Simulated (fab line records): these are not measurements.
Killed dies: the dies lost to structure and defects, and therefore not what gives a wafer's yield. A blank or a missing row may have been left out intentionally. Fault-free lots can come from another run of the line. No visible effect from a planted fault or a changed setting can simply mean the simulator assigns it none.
Matching of chambers :: flow nandHarc :: NHARC_THIN_TSV_DESCUM_14 on rieDiel-11: 4 sister chambers
The step chemistry O2, time 3 s. 14 wafers are shown with their chamber, then 7 later ones without.

EACH WAFER AND ITS CHAMBER
wafer: L983.1
chamber: 3
showerheadPlenumPTorr (Torr): 2.01
oesProductAu (a.u.): 0.993
throttleValvePct (%): 11.291

wafer: L983.2
chamber: 1
showerheadPlenumPTorr (Torr): 2.01
oesProductAu (a.u.): 1.011
throttleValvePct (%): 11.321

wafer: L983.6
chamber: 0
showerheadPlenumPTorr (Torr): 1.87
oesProductAu (a.u.): 0.979
throttleValvePct (%): 11.309

wafer: L985.1
chamber: 3
showerheadPlenumPTorr (Torr): 2.01
oesProductAu (a.u.): 0.992
throttleValvePct (%): 11.322

wafer: L985.4
chamber: 0
showerheadPlenumPTorr (Torr): 1.87
oesProductAu (a.u.): 0.987
throttleValvePct (%): 11.303

wafer: L985.5
chamber: 3
showerheadPlenumPTorr (Torr): 2.01
oesProductAu (a.u.): 0.991
throttleValvePct (%): 11.307

wafer: L987.1
chamber: 0
showerheadPlenumPTorr (Torr): 1.87
oesProductAu (a.u.): 0.987
throttleValvePct (%): 11.319

wafer: L987.2
chamber: 3
showerheadPlenumPTorr (Torr): 2.01
oesProductAu (a.u.): 1.002
throttleValvePct (%): 11.308

wafer: L987.6
chamber: 0
showerheadPlenumPTorr (Torr): 1.87
oesProductAu (a.u.): 0.983
throttleValvePct (%): 11.312

wafer: L986.2
chamber: 2
showerheadPlenumPTorr (Torr): 1.94
oesProductAu (a.u.): 1.005
throttleValvePct (%): 11.303

wafer: L986.4
chamber: 3
showerheadPlenumPTorr (Torr): 2.00
oesProductAu (a.u.): 0.994
throttleValvePct (%): 11.307

wafer: L986.5
chamber: 3
showerheadPlenumPTorr (Torr): 2.01
oesProductAu (a.u.): 0.998
throttleValvePct (%): 11.297

wafer: L999.2
chamber: 2
showerheadPlenumPTorr (Torr): 1.94
oesProductAu (a.u.): 0.979
throttleValvePct (%): 11.336

wafer: L999.4
chamber: 0
showerheadPlenumPTorr (Torr): 1.87
oesProductAu (a.u.): 1.010
throttleValvePct (%): 11.310

SIGNATURES (averages over the wafers above)
reading: showerheadPlenumPTorr
chamber 0: 1.8700
chamber 1: 2.0100
chamber 2: 1.9400
chamber 3: 2.0083
scatter within a chamber: 0.00289

reading: oesProductAu
chamber 0: 0.98920
chamber 1: 1.01100
chamber 2: 0.99200
chamber 3: 0.99500
scatter within a chamber: 0.0101

reading: throttleValvePct
chamber 0: 11.31060
chamber 1: 11.32100
chamber 2: 11.31950
chamber 3: 11.30533
scatter within a chamber: 0.0111
Rule: for each reading, subtract the chamber's mean from the wafer's reading, divide by that reading's scatter and square the result; add these up over the readings and take the root, which gives the wafer's distance from the chamber. If the next closest chamber is less than 2 further off than the closest, the wafer can't be placed; otherwise it belongs to the closest. The scatter is the square root of a quotient: the sum, over the shown wafers, of each reading's squared deviation from its chamber's mean, divided by wafers minus chambers.

WAFERS MISSING THEIR CHAMBER
wafer: L999.5
showerheadPlenumPTorr (Torr): 1.87
oesProductAu (a.u.): 0.997
throttleValvePct (%): 11.316

wafer: L103.1
showerheadPlenumPTorr (Torr): 1.87
oesProductAu (a.u.): 1.005
throttleValvePct (%): 11.305

wafer: L103.2
showerheadPlenumPTorr (Torr): 2.00
oesProductAu (a.u.): 1.019
throttleValvePct (%): 11.314

wafer: L103.3
showerheadPlenumPTorr (Torr): 2.01
oesProductAu (a.u.): 1.014
throttleValvePct (%): 11.308

wafer: L106.1
showerheadPlenumPTorr (Torr): 2.00
oesProductAu (a.u.): 1.012
throttleValvePct (%): 11.306

wafer: L106.3
showerheadPlenumPTorr (Torr): 1.87
oesProductAu (a.u.): 1.011
throttleValvePct (%): 11.308

wafer: L106.5
showerheadPlenumPTorr (Torr): 2.01
oesProductAu (a.u.): 1.019
throttleValvePct (%): 11.299

THE CHAMBER EACH PASSED THROUGH
wafer: L999.5
from the rows above: 0
in truth: 0

wafer: L103.1
from the rows above: 0
in truth: 0

wafer: L103.2
from the rows above: can't be placed: 1 or 3
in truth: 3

wafer: L103.3
from the rows above: can't be placed: 1 or 3
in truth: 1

wafer: L106.1
from the rows above: can't be placed: 3 or 1
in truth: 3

wafer: L106.3
from the rows above: 0
in truth: 0

wafer: L106.5
from the rows above: can't be placed: 1 or 3
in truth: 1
Correctly placed: 3 of 7. Cannot be placed on the basis of these rows: 4; the candidates contain the true chamber in 4. 0 placed wrongly.
